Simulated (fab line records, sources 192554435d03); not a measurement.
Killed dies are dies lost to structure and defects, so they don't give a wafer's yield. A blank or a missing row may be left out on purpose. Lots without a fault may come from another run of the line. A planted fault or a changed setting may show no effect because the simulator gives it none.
fab line records | flow n5_finfet
record lots=24 wafers=72 last_day=18
route steps=1938 shown STI_FIN_REVEAL@183 DUMMY_GATE@236 SPACER0@261 SD_EPI_N@275
lots that met no fault: from a run of the same line without faults
start_h: hours from the record's first day to the start of the lot's first wafer shown | wait_h: hours since the lot's step before | " the same as in the row above | L1.1+2: a row that stands for several wafers | - no value, or no start given | * or withheld: withheld | < > ~ a bound
route shown NAME@n: a module of which the file shows steps, and the number in the route of the first | usual: mean/standard deviation of fault-free wafers | same: alike in all rows | chamber/n: place in a boat | sites: the reading at each site | _std_site: their standard deviation | _edge_site: outer sites' mean less inner sites' | radius_mm: how far each site lies from the wafer's centre | mask NAME#n: copy n | behind: the tool/chamber that last shaped the wafer | hold: why the lot was held/for how many hours/how that ended | device: the transistor (n, p or np) that didn't switch | end of line: the same wafers' tests at the end of the route | a step without rows: its recipe alone | killed: dies lost to structure and defects at the first sort, not the wafer's yield | map: a wafer's dies, x killed, . not, _ none there
set.NAME: the setting as run; set.NAME@STEP: as run at that earlier step | model.NAME: the simulator's own value behind a step, which no gauge read
steps of the route over a sample of lots; a table a step, a row a wafer
services: from which hour (start_h, from the record's first day; less than 0 if before it) a tool's chamber was out of use, for how many hours, and why
## steps
# step N5_STI_FIN_REVEAL_ALD_00
# recipe material=SiO2 target_thk_a=10 temp_c=300 ald_precursor_family=BDEAS ald_co_reactant=O2-plasma pulse_time_s=1 pressure_torr=2
# usual heater_power_w=476/60 precursor_pulse_height_rel=1.000/0.02
# columns lot.wafer tool chamber start_h wait_h heater_power_w precursor_pulse_height_rel
L074.2 ald_sin-01 0 31.24 0.0 540 0.992
L074.3 " 1 " " 554 0.979
L074.6 " 1 " " 566 0.976
L075.1 ald_sin-02 1 33.64 0.0 466 0.996
L075.2 " 0 " " 486 0.962
L075.3 " 2 " " 490 1.000
L076.1 ald_sin-01 2 40.23 0.0 402 0.983
L076.3 " 3 " " 428 0.974
L076.4 " 1 " " 555 0.994
L077.2 ald_sin-01 0 46.89 0.0 545 1.014
L077.3 " 1 " " 554 1.012
L077.4 " 3 " " 439 0.999
L078.1 ald_sin-04 2 52.87 0.6 517 1.018
L078.2 " 3 " " 403 1.042
L078.5 " 2 " " 523 0.970
L079.2 ald_sin-02 0 58.62 0.0 493 1.018
L079.4 " 1 " " 460 0.993
L079.5 " 3 " " 447 1.027
L080.1 ald_sin-02 3 64.48 0.0 437 1.022
L080.3 " 0 " " 502 0.972
L080.5 " 2 " " 484 1.020
L081.2 ald_sin-04 0 70.04 0.0 538 1.008
L081.3 " 1 " " 390 1.016
L081.6 " 3 " " 411 0.980
L082.3 ald_sin-02 3 76.37 0.0 427 0.990
L082.4 " 0 " " 513 1.008
L082.5 " 0 " " 507 0.992
L083.3 ald_sin-01 1 82.81 0.1 569 0.980
L083.5 " 3 " " 422 1.001
L083.6 " 0 " " 552 1.018
L084.2 ald_sin-01 1 91.44 0.0 565 0.984
L084.5 " 3 " " 429 0.981
L084.6 " 0 " " 547 1.037
L085.3 ald_sin-02 3 98.03 0.0 432 0.978
L085.4 " 2 " " 483 1.035
L085.6 " 3 " " 436 1.025
L086.1 ald_sin-04 0 100.62 0.0 533 0.986
L086.3 " 2 " " 533 0.980
L086.5 " 3 " " 412 0.955
L087.2 ald_sin-02 2 105.86 0.0 487 0.986
L087.4 " 1 " " 467 0.975
L087.5 " 3 " " 445 1.030
L088.1 ald_sin-01 0 112.22 0.6 550 0.995
L088.2 " 2 " " 410 0.997
L088.4 " 3 " " 430 0.995
L089.1 ald_sin-01 3 119.08 0.0 422 1.025
L089.5 " 1 " " 553 1.016
L089.6 " 2 " " 404 1.018
L090.3 ald_sin-01 0 124.22 0.0 546 1.012
L090.5 " 3 " " 435 1.005
L090.6 " 0 " " 557 0.988
L091.1 ald_sin-01 2 131.41 0.1 394 1.036
L091.4 " 0 " " 544 1.022
L091.5 " 1 " " 553 0.951
L092.4 ald_sin-04 3 136.71 1.2 420 1.009
L092.5 " 3 " " 418 0.985
L092.6 " 0 " " 533 0.980
L093.2 ald_sin-01 2 141.68 0.1 415 0.987
L093.3 " 3 " " 425 1.002
L093.4 " 2 " " 403 1.018
L094.1 ald_sin-04 3 151.04 1.4 403 1.036
L094.4 " 0 " " 539 1.023
L094.5 " 3 " " 410 1.027
L095.2 ald_sin-04 3 155.96 0.0 406 1.005
L095.4 " 0 " " 539 0.984
L095.6 " 3 " " 411 0.977
L096.1 ald_sin-02 0 160.62 0.0 510 1.027
L096.5 " 3 " " 432 1.016
L096.6 " 2 " " 480 0.996
L097.1 ald_sin-04 2 165.65 0.0 540 1.015
L097.3 " 1 " " 383 1.005
L097.5 " 0 " " 539 0.985
# step N5_DUMMY_GATE_ETCH_36
# recipe chemistry=CF4 target=SiARC target_depth_a=130 pressure_mtorr=40 source_w=545 bias_w=36 Ar_flow_sccm=100 cf4_flow_sccm=100 ion_energy_ev=80
# usual drypump_motor_current_A=5.7/0.4 oes_product_au=0.76/0.086 rf_fwd_power_W=539.7/2.5 rf_vpp_V=184.1/1.1 showerhead_plenum_p_Torr=2.15/0.065 throttle_valve_pct=15.71/0.24
# columns lot.wafer tool chamber start_h wait_h drypump_motor_current_A oes_product_au rf_fwd_power_W rf_hours_counter_h rf_vpp_V showerhead_plenum_p_Torr throttle_valve_pct
L074.2 rie_diel-05 1 51.05 0.0 5.6 0.75 540.4 147 184.5 2.06 15.69
L074.3 " 2 " " 5.1 0.96 537.6 9 185.3 2.19 15.42
L074.6 " 2 " " 5.1 0.95 535.2 - 185.2 2.19 15.43
L075.1 rie_diel-04 1 54.66 0.0 5.9 0.72 540.9 184 184.3 2.22 15.72
L075.2 " 2 " " 6.5 0.67 542.2 257 182.7 2.11 16.11
L075.3 " 0 " " 5.6 0.93 544.1 13 182.7 2.11 15.53
L076.1 rie_diel-05 3 58.93 0.0 5.6 0.88 535.0 47 182.4 2.09 15.28
L076.3 " 0 " " 6.0 0.74 541.6 159 185.3 2.22 15.98
L076.4 " 1 " " 5.5 0.74 538.0 149 183.2 2.06 15.68
L077.2 rie_diel-04 2 65.15 0.0 6.6 0.66 542.4 261 182.3 2.11 16.13
L077.3 " 0 " " 5.6 0.90 542.6 17 183.5 2.10 15.55
L077.4 " 2 " " 6.5 0.66 541.0 - 184.0 2.11 16.14
L078.1 rie_diel-04 0 70.27 0.0 5.6 0.91 541.3 20 182.4 2.10 15.54
L078.2 " 1 " " 5.9 0.71 542.8 191 185.4 2.22 15.75
L078.5 " 2 " " 6.5 0.65 540.8 - 185.5 2.11 16.13
L079.2 rie_diel-06 1 76.80 0.0 5.8 0.76 537.4 120 182.9 2.07 15.73
L079.4 " 0 " " 5.7 0.72 536.3 210 185.0 2.20 15.52
L079.5 " 3 " " 5.2 0.77 537.3 - 184.2 2.23 15.44
L080.1 rie_diel-04 2 82.68 0.0 6.5 0.65 538.7 269 183.8 2.10 16.16
L080.3 " 0 " " 5.6 0.90 543.0 25 184.1 2.10 15.56
L080.5 " 1 " " 5.9 0.71 540.7 - 185.5 2.22 15.74
L081.2 rie_diel-05 2 88.00 0.0 5.1 0.92 535.4 21 184.6 2.18 15.44
L081.3 " 3 " " 5.6 0.88 539.0 58 184.4 2.09 15.29
L081.6 " 0 " " 6.0 0.74 540.1 - 185.1 2.22 16.01
L082.3 rie_diel-05 2 94.11 0.0 5.1 0.92 539.6 23 183.8 2.18 15.45
L082.4 " 0 " " 6.0 0.73 541.8 171 184.0 2.22 15.99
L082.5 " 2 " " 5.1 0.91 538.0 - 185.4 2.18 15.46
L083.3 rie_diel-04 0 101.77 0.0 5.6 0.88 542.3 32 182.7 2.10 15.57
L083.5 " 2 " " 6.5 0.65 543.1 - 184.0 2.10 16.16
L083.6 " 1 " " 5.9 0.70 541.2 - 187.2 2.22 15.78
L084.2 rie_diel-04 1 109.51 0.0 5.9 0.70 540.8 208 185.2 2.21 15.79
L084.5 " 2 " " 6.5 0.65 543.1 - 184.6 2.10 16.16
L084.6 " 0 " " 5.6 0.88 544.6 - 183.7 2.10 15.56
L085.3 rie_diel-05 1 115.52 0.0 5.5 0.73 537.2 166 183.1 2.05 15.73
L085.4 " 0 " " 5.9 0.73 539.0 176 185.4 2.22 16.00
L085.6 " 1 " " 5.5 0.73 539.1 - 184.1 2.05 15.71
L086.1 rie_diel-05 3 119.15 0.0 5.7 0.85 537.1 67 182.7 2.09 15.33
L086.3 " 1 " " 5.5 0.73 535.9 167 182.2 2.05 15.72
L086.5 " 2 " " 5.1 0.90 535.6 - 184.7 2.18 15.48
L087.2 rie_diel-04 2 123.30 0.0 6.5 0.65 543.4 286 183.5 2.10 16.18
L087.4 " 0 " " 5.6 0.87 543.4 - 182.5 2.10 15.57
L087.5 " 1 " " 5.9 0.69 543.0 - 184.5 2.21 15.80
L088.1 rie_diel-06 0 130.70 0.0 5.8 0.71 538.8 227 185.3 2.20 15.56
L088.2 " 2 " " 5.9 0.72 540.8 185 183.4 2.22 15.72
L088.4 " 1 " " 5.8 0.74 538.9 137 183.4 2.06 15.77
L089.1 rie_diel-06 2 136.76 0.0 5.9 0.72 539.1 187 186.1 2.22 15.72
L089.5 " 2 " " 5.9 0.73 539.4 - 185.1 2.22 15.73
L089.6 " 1 " " 5.8 0.74 538.8 - 185.1 2.06 15.76
L090.3 rie_diel-06 3 141.66 0.0 5.2 0.76 536.6 151 185.6 2.23 15.48
L090.5 " 3 " " 5.2 0.76 536.4 - 185.5 2.23 15.47
L090.6 " 2 " " 6.0 0.73 540.3 - 184.2 2.22 15.73
L091.1 rie_diel-04 1 151.21 0.0 5.9 0.69 540.7 225 184.8 2.21 15.81
L091.4 " 1 " " 5.9 0.69 540.4 - 185.0 2.21 15.81
L091.5 " 2 " " 6.5 0.64 539.0 - 183.3 2.09 16.20
L092.4 rie_diel-06 0 159.53 0.0 5.7 0.70 539.6 234 184.0 2.19 15.55
L092.5 " 3 " " 5.2 0.76 535.9 - 185.1 2.23 15.50
L092.6 " 0 " " 5.7 0.70 536.8 - 185.7 2.19 15.55
L093.2 rie_diel-06 1 160.22 0.0 5.8 0.73 538.8 145 183.2 2.06 15.78
L093.3 " 0 " " 5.7 0.70 536.6 234 184.0 2.19 15.56
L093.4 " 3 " " 5.2 0.76 535.3 156 185.0 2.23 15.47
L094.1 rie_diel-05 1 170.52 0.0 5.5 0.72 540.0 183 183.0 2.05 15.73
L094.4 " 1 " " 5.5 0.72 537.7 - 182.5 2.05 15.75
L094.5 " 3 " " 5.7 0.84 537.8 - 184.5 2.08 15.36
L095.2 rie_diel-04 0 173.81 0.0 5.6 0.85 540.5 58 183.4 2.09 15.60
L095.4 " 0 " " 5.6 0.84 541.4 - 181.7 2.09 15.61
L095.6 " 3 " " 5.1 0.77 540.4 - 184.4 2.15 15.88
L096.1 rie_diel-05 1 178.40 0.0 5.5 0.72 539.4 185 183.8 2.04 15.75
L096.5 " 2 " " 5.1 0.87 536.3 - 184.7 2.17 15.50
L096.6 " 3 " " 5.7 0.84 539.3 - 182.6 2.08 15.36
L097.1 rie_diel-04 0 183.05 0.0 5.6 0.83 545.8 61 183.0 2.09 15.62
L097.3 " 1 " " 5.9 0.67 540.1 233 184.1 2.21 15.83
L097.5 " 1 " " 5.9 0.68 540.7 - 183.8 2.21 15.82
# step N5_DUMMY_GATE_ETCH_23
# recipe chemistry=HBr/Cl2/O2 HBr_flow_sccm=150 Cl2_flow_sccm=80 O2_flow_sccm=12 bias_w=102 target_depth_a=410 time_s=22.3 target=poly-Si mask_material=SiO2 pressure_mtorr=10 icp_w=800
# usual drypump_motor_current_A=5.8/0.43 he_backside_leak_sccm=2.75/0.23 oes_product_au=1.005/0.017 rf_fwd_power_W=793.9/3 throttle_valve_pct=37.16/0.21
# columns lot.wafer tool chamber start_h wait_h drypump_motor_current_A he_backside_leak_sccm oes_product_au rf_fwd_power_W rf_hours_counter_h throttle_valve_pct
L074.2 rie_si-04 3 51.91 0.0 6.0 2.56 0.995 793.4 21 36.92
L074.3 " 2 " " 6.2 2.62 1.033 794.6 94 37.08
L074.6 " 2 " " 6.2 2.54 1.020 795.5 - 37.10
L075.1 rie_si-01 1 55.25 0.0 5.3 2.58 1.015 794.1 1 37.58
L075.2 " 3 " " 5.9 2.64 1.008 790.4 61 36.96
L075.3 " 0 " " 6.1 2.82 0.971 796.7 187 37.05
L076.1 rie_si-04 3 59.85 0.0 6.0 2.56 0.998 790.5 21 36.92
L076.3 " 0 " " 5.9 2.43 1.023 793.7 18 36.92
L076.4 " 1 " " 5.6 2.89 0.997 795.6 200 37.10
L077.2 rie_si-02 0 65.75 0.0 6.2 2.84 0.989 795.7 140 37.26
L077.3 " 3 " " 6.1 3.31 1.021 792.0 143 36.97
L077.4 " 1 " " 5.9 2.81 1.004 798.2 177 37.30
L078.1 rie_si-02 1 70.87 0.0 5.9 2.90 0.995 797.7 177 37.29
L078.2 " 3 " " 6.1 3.17 1.010 786.6 143 36.97
L078.5 " 2 " " 5.2 2.91 1.008 792.1 - 37.41
L079.2 rie_si-01 1 77.39 0.0 5.2 2.55 1.014 794.4 1 37.58
L079.4 " 2 " " 4.7 2.60 0.993 791.9 1 36.99
L079.5 " 1 " " 5.2 2.69 1.021 793.6 - 37.56
L080.1 rie_si-04 1 83.28 0.0 5.6 2.79 0.984 795.8 200 37.10
L080.3 " 2 " " 6.2 2.70 1.033 795.2 94 37.09
L080.5 " 0 " " 5.9 2.28 1.003 798.3 - 36.93
L081.2 rie_si-02 3 88.60 0.0 6.1 3.26 1.027 790.4 143 36.96
L081.3 " 2 " " 5.2 2.49 1.009 798.3 1 37.39
L081.6 " 2 " " 5.2 2.66 1.021 795.9 - 37.41
L082.3 rie_si-02 3 94.71 0.0 6.1 3.28 1.028 789.3 143 36.96
L082.4 " 0 " " 6.2 2.75 0.996 796.7 141 37.26
L082.5 " 0 " " 6.2 2.79 0.987 795.9 - 37.25
L083.3 rie_si-02 0 102.51 0.0 6.2 2.84 0.989 795.9 141 37.25
L083.5 " 2 " " 5.2 2.74 1.005 789.6 - 37.40
L083.6 " 1 " " 5.9 2.92 0.998 796.6 - 37.29
L084.2 rie_si-02 0 110.11 0.0 6.2 2.85 0.990 792.4 141 37.26
L084.5 " 3 " " 6.1 3.31 1.026 790.4 - 36.97
L084.6 " 2 " " 5.2 2.80 1.014 791.3 - 37.42
L085.3 rie_si-04 1 116.11 0.0 5.6 2.30 0.993 795.0 0 37.24
L085.4 " 0 " " 5.9 2.43 1.004 794.4 19 36.92
L085.6 " 2 " " 6.2 2.67 1.030 794.1 - 37.10
L086.1 rie_si-02 2 119.74 0.0 5.2 2.61 1.011 787.3 2 37.39
L086.3 " 3 " " 6.1 3.30 1.010 786.0 144 36.96
L086.5 " 2 " " 5.2 2.74 1.014 791.5 - 37.39
L087.2 rie_si-02 1 123.99 0.0 5.9 2.92 1.004 797.3 178 37.27
L087.4 " 2 " " 5.2 2.75 1.007 793.9 2 37.39
L087.5 " 1 " " 5.9 2.97 1.009 792.6 - 37.30
L088.1 rie_si-01 3 131.57 0.0 5.9 2.58 1.018 796.6 63 36.98
L088.2 " 1 " " 5.3 2.69 1.029 796.1 3 37.57
L088.4 " 3 " " 5.9 2.44 1.013 799.2 - 36.98
L089.1 rie_si-04 0 137.49 0.0 5.9 2.46 1.018 792.1 20 36.93
L089.5 " 1 " " 5.6 2.29 0.996 790.1 - 37.24
L089.6 " 2 " " 6.2 2.56 1.029 796.6 - 37.09
L090.3 rie_si-04 1 142.26 0.0 5.6 2.50 0.997 797.9 0 37.24
L090.5 " 3 " " 6.0 2.67 1.005 794.8 - 36.93
L090.6 " 0 " " 5.9 2.41 1.020 793.7 - 36.92
L091.1 rie_si-01 2 151.86 0.0 4.6 2.71 0.990 791.2 1 36.99
L091.4 " 0 " " 6.1 2.94 0.960 797.4 189 37.06
L091.5 " 0 " " 6.1 2.76 0.957 796.6 - 37.05
L092.4 rie_si-02 2 160.47 0.0 5.2 2.50 1.006 798.8 3 37.41
L092.5 " 0 " " 6.2 2.73 0.995 794.5 - 37.26
L092.6 " 1 " " 5.9 2.98 1.009 796.5 - 37.30
L093.2 rie_si-01 2 160.87 0.0 4.7 2.66 0.994 787.7 1 36.98
L093.3 " 3 " " 5.9 2.54 1.000 795.7 64 36.97
L093.4 " 1 " " 5.3 2.68 1.019 790.5 3 37.56
L094.1 rie_si-01 1 171.46 0.0 5.2 2.67 1.021 795.0 3 37.57
L094.4 " 2 " " 4.6 2.66 1.001 792.1 1 36.99
L094.5 " 1 " " 5.3 2.68 1.020 791.5 - 37.58
L095.2 rie_si-01 2 174.46 0.0 4.6 2.74 0.998 790.5 1 36.99
L095.4 " 1 " " 5.3 2.72 1.016 796.5 4 37.57
L095.6 " 0 " " 6.1 2.73 0.971 797.3 - 37.06
L096.1 rie_si-04 3 179.01 0.0 6.0 2.60 0.998 796.1 24 36.93
L096.5 " 2 " " 6.2 2.74 1.028 797.5 - 37.11
L096.6 " 1 " " 5.6 2.47 1.002 796.7 - 37.23
L097.1 rie_si-02 2 183.65 0.0 5.2 2.79 1.009 795.4 3 37.40
L097.3 " 0 " " 6.2 2.70 0.986 797.8 142 37.28
L097.5 " 2 " " 5.2 2.69 1.021 794.7 - 37.41
# step N5_DUMMY_GATE_INSPECT_27
# recipe inspect_instrument=brightfield mode=aei
# usual raw_defect_count=279/63
# columns lot.wafer tool chamber start_h wait_h raw_defect_count
L074.2 defect_inspect-02 - 52.41 0.0 282
L074.3 " - " " 421
L074.6 " - " " 321
L075.1 defect_inspect-01 - 55.72 0.0 304
L075.2 " - " " 229
L075.3 " - " " 249
L076.1 defect_inspect-02 - 60.30 0.0 319
L076.3 " - " " 212
L076.4 " - " " 380
L077.2 defect_inspect-02 - 66.20 0.0 214
L077.3 " - " " 167
L077.4 " - " " 244
L078.1 defect_inspect-01 - 71.32 0.0 276
L078.2 " - " " 444
L078.5 " - " " 355
L079.2 defect_inspect-01 - 77.85 0.0 199
L079.4 " - " " 302
L079.5 " - " " 237
L080.1 defect_inspect-01 - 83.73 0.0 211
L080.3 " - " " 222
L080.5 " - " " 274
L081.2 defect_inspect-02 - 89.14 0.0 420
L081.3 " - " " 236
L081.6 " - " " 238
L082.3 defect_inspect-01 - 95.16 0.0 296
L082.4 " - " " 199
L082.5 " - " " 243
L083.3 defect_inspect-01 - 103.04 0.0 190
L083.5 " - " " 262
L083.6 " - " " 190
L084.2 defect_inspect-02 - 110.58 0.0 246
L084.5 " - " " 293
L084.6 " - " " 244
L085.3 defect_inspect-02 - 116.57 0.0 330
L085.4 " - " " 322
L085.6 " - " " 314
L086.1 defect_inspect-02 - 120.19 0.0 277
L086.3 " - " " 305
L086.5 " - " " 406
L087.2 defect_inspect-01 - 124.46 0.0 330
L087.4 " - " " 302
L087.5 " - " " 284
L088.1 defect_inspect-02 - 132.53 0.0 450
L088.2 " - " " 338
L088.4 " - " " 393
L089.1 defect_inspect-01 - 137.98 0.0 261
L089.5 " - " " 261
L089.6 " - " " 190
L090.3 defect_inspect-01 - 142.71 0.0 296
L090.5 " - " " 265
L090.6 " - " " 253
L091.1 defect_inspect-02 - 152.49 0.0 294
L091.4 " - " " 297
L091.5 " - " " 380
L092.4 defect_inspect-01 - 160.93 0.0 195
L092.5 " - " " 329
L092.6 " - " " 288
L093.2 defect_inspect-02 - 161.38 0.0 164
L093.3 " - " " 284
L093.4 " - " " 418
L094.1 defect_inspect-02 - 171.96 0.0 235
L094.4 " - " " 265
L094.5 " - " " 190
L095.2 defect_inspect-01 - 174.91 0.0 171
L095.4 " - " " 237
L095.6 " - " " 185
L096.1 defect_inspect-01 - 179.52 0.0 266
L096.5 " - " " 357
L096.6 " - " " 323
L097.1 defect_inspect-02 - 184.10 0.0 186
L097.3 " - " " 233
L097.5 " - " " 260
# step N5_SPACER0_INSPECT_04
# recipe inspect_instrument=darkfield mode=post_dep
# usual raw_defect_count=132/29
# columns lot.wafer tool chamber start_h wait_h raw_defect_count
L074.2 defect_inspect-01 - 53.70 0.1 137
L074.3 " - " " 184
L074.6 " - " " 149
L075.1 defect_inspect-02 - 56.33 0.1 136
L075.2 " - " " 140
L075.3 " - " " 153
L076.1 defect_inspect-01 - 61.01 0.1 133
L076.3 " - " " 100
L076.4 " - " " 164
L077.2 defect_inspect-01 - 66.80 0.1 84
L077.3 " - " " 73
L077.4 " - " " 124
L078.1 defect_inspect-01 - 72.61 0.4 125
L078.2 " - " " 160
L078.5 " - " " 155
L079.2 defect_inspect-02 - 78.73 0.1 99
L079.4 " - " " 132
L079.5 " - " " 118
L080.1 defect_inspect-02 - 84.33 0.1 83
L080.3 " - " " 92
L080.5 " - " " 136
L081.2 defect_inspect-02 - 89.74 0.1 183
L081.3 " - " " 114
L081.6 " - " " 134
L082.3 defect_inspect-02 - 96.31 0.1 145
L082.4 " - " " 93
L082.5 " - " " 127
L083.3 defect_inspect-01 - 103.64 0.1 105
L083.5 " - " " 111
L083.6 " - " " 116
L084.2 defect_inspect-01 - 112.26 0.1 97
L084.5 " - " " 107
L084.6 " - " " 107
L085.3 defect_inspect-02 - 117.45 0.1 158
L085.4 " - " " 157
L085.6 " - " " 142
L086.1 defect_inspect-02 - 120.80 0.1 119
L086.3 " - " " 152
L086.5 " - " " 188
L087.2 defect_inspect-02 - 125.06 0.1 170
L087.4 " - " " 183
L087.5 " - " " 131
L088.1 defect_inspect-02 - 133.13 0.1 168
L088.2 " - " " 138
L088.4 " - " " 183
L089.1 defect_inspect-02 - 138.59 0.1 163
L089.5 " - " " 121
L089.6 " - " " 95
L090.3 defect_inspect-02 - 143.32 0.1 142
L090.5 " - " " 165
L090.6 " - " " 155
L091.1 defect_inspect-02 - 153.29 0.1 130
L091.4 " - " " 120
L091.5 " - " " 161
L092.4 defect_inspect-02 - 161.53 0.1 101
L092.5 " - " " 144
L092.6 " - " " 171
L093.2 defect_inspect-02 - 161.98 0.1 100
L093.3 " - " " 116
L093.4 " - " " 177
L094.1 defect_inspect-01 - 172.56 0.1 105
L094.4 " - " " 128
L094.5 " - " " 78
L095.2 defect_inspect-01 - 175.51 0.1 76
L095.4 " - " " 121
L095.6 " - " " 115
L096.1 defect_inspect-02 - 182.19 0.1 149
L096.5 " - " " 211
L096.6 " - " " 146
L097.1 defect_inspect-01 - 185.09 0.1 108
L097.3 " - " " 111
L097.5 " - " " 108
# step N5_SD_EPI_N_ETCH_35
# recipe chemistry=N2/H2 target=SOC overetch_a=1080 mask_material=SiARC temp_c=40 ion_energy_ev=100 source_w=3000 bias_w=133 pressure_mtorr=20 time_s=486 n2_flow_sccm=200 h2_flow_sccm=200
# usual drypump_motor_current_A=5.9/0.45 oes_product_au=0.69/0.07 rf_fwd_power_W=2995/8.2 rf_vpp_V=240.7/1.2 showerhead_plenum_p_Torr=2.54/0.083 throttle_valve_pct=23.70/0.25
# columns lot.wafer tool chamber start_h wait_h drypump_motor_current_A oes_product_au rf_fwd_power_W rf_hours_counter_h rf_vpp_V showerhead_plenum_p_Torr throttle_valve_pct
L074.2 rie_diel-01 2 54.28 0.0 5.6 0.72 2992 121 240.7 2.55 23.47
L074.3 " 1 " " 5.9 0.60 3010 254 241.3 2.50 24.07
L074.6 " 1 " " 5.9 0.60 3012 - 239.2 2.50 24.07
L075.1 rie_diel-03 3 56.78 0.0 6.3 0.65 3005 204 240.4 2.52 24.23
L075.2 " 1 " " 5.8 0.67 3000 163 241.7 2.65 23.66
L075.3 " 0 " " 6.3 0.64 3000 220 240.0 2.51 23.55
L076.1 rie_diel-03 2 61.70 0.0 6.4 0.67 2990 157 239.9 2.43 23.60
L076.3 " 3 " " 6.3 0.65 3000 205 239.8 2.52 24.23
L076.4 " 1 " " 5.8 0.66 2990 165 241.3 2.64 23.67
L077.2 rie_diel-03 1 67.49 0.0 5.8 0.67 3002 167 242.2 2.64 23.65
L077.3 " 0 " " 6.3 0.63 2994 224 239.8 2.51 23.54
L077.4 " 3 " " 6.3 0.65 3005 208 241.5 2.52 24.25
L078.1 rie_diel-02 1 73.38 0.0 4.8 0.65 2997 191 238.6 2.42 23.84
L078.2 " 0 " " 5.5 0.75 2997 68 240.8 2.57 23.47
L078.5 " 3 " " 5.8 0.76 2991 - 240.4 2.58 23.67
L079.2 rie_diel-02 1 79.65 0.0 4.8 0.64 3005 193 238.5 2.42 23.84
L079.4 " 2 " " 5.6 0.61 3007 238 240.4 2.61 24.09
L079.5 " 1 " " 4.8 0.64 3002 - 240.4 2.42 23.85
L080.1 rie_diel-01 3 84.91 0.0 6.2 0.83 2988 11 244.1 2.70 23.50
L080.3 " 0 " " 6.2 0.63 2996 226 241.4 2.62 23.50
L080.5 " 0 " " 6.3 0.63 3005 - 241.0 2.61 23.48
L081.2 rie_diel-01 3 90.78 0.0 6.2 0.81 3005 14 242.5 2.70 23.49
L081.3 " 0 " " 6.2 0.63 3008 229 241.4 2.61 23.49
L081.6 " 1 " " 5.9 0.86 2994 - 239.1 2.49 23.71
L082.3 rie_diel-01 1 96.88 0.0 5.9 0.85 2991 4 240.3 2.49 23.70
L082.4 " 2 " " 5.6 0.70 2997 144 240.5 2.54 23.51
L082.5 " 3 " " 6.2 0.81 2994 - 241.7 2.70 23.50
L083.3 rie_diel-03 0 104.38 0.0 6.3 0.62 2999 232 238.7 2.50 23.57
L083.5 " 2 " " 6.4 0.66 2993 - 238.7 2.43 23.61
L083.6 " 3 " " 6.3 0.64 2983 - 239.8 2.52 24.26
L084.2 rie_diel-02 0 113.09 0.0 5.5 0.73 2995 84 241.1 2.56 23.50
L084.5 " 3 " " 5.8 0.73 3000 - 240.7 2.57 23.69
L084.6 " 1 " " 4.8 0.63 2982 - 239.1 2.42 23.88
L085.3 rie_diel-02 1 118.03 0.0 4.8 0.63 3000 208 238.9 2.42 23.87
L085.4 " 1 " " 4.8 0.63 2996 - 238.8 2.42 23.87
L085.6 " 3 " " 5.8 0.73 3002 - 242.3 2.57 23.71
L086.1 rie_diel-02 3 121.68 0.0 5.9 0.73 2995 75 240.6 2.57 23.70
L086.3 " 0 " " 5.5 0.73 3001 87 241.3 2.56 23.50
L086.5 " 3 " " 5.8 0.73 2999 - 240.8 2.57 23.68
L087.2 rie_diel-03 2 125.64 0.0 6.4 0.66 2977 175 239.2 2.42 23.61
L087.4 " 3 " " 6.3 0.63 2988 223 240.4 2.52 24.24
L087.5 " 2 " " 6.4 0.66 2994 - 240.6 2.42 23.63
L088.1 rie_diel-01 3 133.58 0.0 6.2 0.78 2989 31 242.6 2.70 23.51
L088.2 " 2 " " 5.6 0.69 2993 158 240.0 2.54 23.52
L088.4 " 0 " " 6.2 0.62 2996 245 240.2 2.61 23.51
L089.1 rie_diel-03 0 139.17 0.0 6.3 0.61 2992 243 239.1 2.50 23.56
L089.5 " 2 " " 6.4 0.65 2997 - 240.4 2.42 23.63
L089.6 " 1 " " 5.8 0.65 2997 - 242.9 2.64 23.68
L090.3 rie_diel-03 1 144.15 0.0 5.8 0.65 2998 189 241.9 2.63 23.67
L090.5 " 2 " " 6.4 0.65 3003 - 238.7 2.42 23.61
L090.6 " 1 " " 5.8 0.66 3012 - 241.0 2.63 23.68
L091.1 rie_diel-03 1 153.87 0.0 5.8 0.64 2994 193 241.1 2.63 23.70
L091.4 " 0 " " 6.3 0.62 2992 249 239.6 2.50 23.58
L091.5 " 3 " " 6.3 0.63 3000 - 240.0 2.51 24.28
L092.4 rie_diel-01 3 162.27 0.2 6.2 0.77 2993 - 241.5 2.69 23.55
L092.5 " 1 " " 5.9 0.79 2986 - 239.4 2.48 23.74
L092.6 " 2 " " 5.6 0.68 2992 - 240.9 2.53 23.53
L093.2 rie_diel-02 0 162.56 0.0 5.5 0.71 3000 101 242.1 2.56 23.51
L093.3 " 1 " " 4.8 0.62 2991 224 239.4 2.41 23.87
L093.4 " 2 " " 5.6 0.86 2989 9 241.3 2.60 23.88
L094.1 rie_diel-03 3 173.14 0.0 6.3 0.62 2983 240 241.3 2.51 24.27
L094.4 " 2 " " 6.4 0.64 2999 - 239.0 2.42 23.63
L094.5 " 1 " " 5.8 0.65 2985 - 243.3 2.63 23.70
L095.2 rie_diel-01 0 176.09 0.0 6.3 0.87 2977 2 241.8 2.60 23.21
L095.4 " 0 " " 6.2 0.86 2981 - 241.0 2.60 23.20
L095.6 " 3 " " 6.2 0.76 3011 - 241.8 2.69 23.54
L096.1 rie_diel-02 3 182.81 0.0 5.9 0.71 2992 94 240.3 2.56 23.71
L096.5 " 2 " " 5.6 0.84 2988 - 240.7 2.59 23.86
L096.6 " 1 " " 4.8 0.61 2993 - 238.4 2.41 23.89
L097.1 rie_diel-03 3 185.67 0.0 6.3 0.63 2989 245 240.6 2.51 24.29
L097.3 " 2 " " 6.4 0.64 2996 198 240.1 2.41 23.66
L097.5 " 3 " " 6.3 0.62 2988 - 240.1 2.51 24.27
## services
# columns tool chamber start_h hours kind
ald_sin-02 0 8.67 4.5 repair
rie_diel-04 - 11.16 2.8 pm
rie_diel-04 0 14.81 8.2 repair
rie_diel-04 3 21.27 132.0 repair
rie_diel-03 2 21.36 5.5 repair
rie_diel-01 2 21.38 5.8 repair
ald_sin-04 - 23.35 7.0 repair
rie_si-01 2 29.15 1.7 repair
rie_si-02 - 31.91 0.3 repair
rie_diel-03 0 37.52 13.5 repair
rie_diel-01 2 64.49 1.4 repair
ald_sin-04 - 66.64 0.6 repair
rie_diel-03 - 72.00 15.6 pm
ald_sin-04 1 74.43 3.5 repair
ald_sin-02 0 83.73 3.5 repair
rie_diel-04 0 85.45 2.4 repair
rie_si-04 0 91.66 9.6 repair
rie_si-01 2 97.63 53.2 repair
rie_si-02 - 98.57 0.3 repair
rie_diel-05 0 105.22 2.4 repair
ald_sin-02 0 108.34 6.2 repair
rie_diel-05 0 149.24 2.4 repair
rie_diel-04 0 150.26 5.2 repair
rie_diel-03 0 165.62 14.4 repair
## key
fault none
